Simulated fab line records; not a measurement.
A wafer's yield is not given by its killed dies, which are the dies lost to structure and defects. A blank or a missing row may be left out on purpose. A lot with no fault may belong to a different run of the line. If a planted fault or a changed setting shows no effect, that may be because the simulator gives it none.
Chamber matching || flow n5 finfet || N5_BEOL_M0_SAQP_ETCH_84 on rie diel-04 has 4 sister chambers
The step etches SOC in N2/H2, target depth 100 nm, overetch 20 nm, time 150 s. 4 wafers are shown with their chamber, then 8 later ones without.

== EACH WAFER AND ITS CHAMBER ==
{"wafer": "L088.3", "chamber": 3, "throttle valve pct (%)": 18.2}
{"wafer": "L090.2", "chamber": 2, "throttle valve pct (%)": 17.7}
{"wafer": "L090.3", "chamber": 1, "throttle valve pct (%)": 18.0}
{"wafer": "L091.2", "chamber": 0, "throttle valve pct (%)": 17.4}

== WAFERS WHOSE CHAMBER IS MISSING ==
{"wafer": "L091.3", "throttle valve pct (%)": 18.0}
{"wafer": "L091.6", "throttle valve pct (%)": 18.0}
{"wafer": "L093.1", "throttle valve pct (%)": 18.2}
{"wafer": "L093.2", "throttle valve pct (%)": 18.0}
{"wafer": "L093.5", "throttle valve pct (%)": 18.0}
{"wafer": "L096.1", "throttle valve pct (%)": 17.6}
{"wafer": "L096.3", "throttle valve pct (%)": 18.0}
{"wafer": "L096.4", "throttle valve pct (%)": 17.4}

== THE CHAMBER EACH PASSED THROUGH ==
{"wafer": "L091.3", "from the rows above": 1, "in truth": 1}
{"wafer": "L091.6", "from the rows above": 1, "in truth": 1}
{"wafer": "L093.1", "from the rows above": 3, "in truth": 3}
{"wafer": "L093.2", "from the rows above": 1, "in truth": 1}
{"wafer": "L093.5", "from the rows above": 1, "in truth": 1}
{"wafer": "L096.1", "from the rows above": 2, "in truth": 2}
{"wafer": "L096.3", "from the rows above": 1, "in truth": 1}
{"wafer": "L096.4", "from the rows above": 0, "in truth": 0}
Correctly placed: 8 of 8. Can't be placed from these rows: 0. Wrongly placed: 0.
How it was worked out, from the rows above alone: a wafer's distance from a chamber is the root of the sum, over the readings, of the square of ((its reading less the chamber's mean) divided by the reading's scatter). The wafer belongs to the nearest chamber; if the next one is less than 2 further off, it can't be placed. A chamber's mean is the mean of its shown wafers. The scatter: root of mean squared gap, hidden wafer to nearest shown wafer, with one shown wafer a chamber.
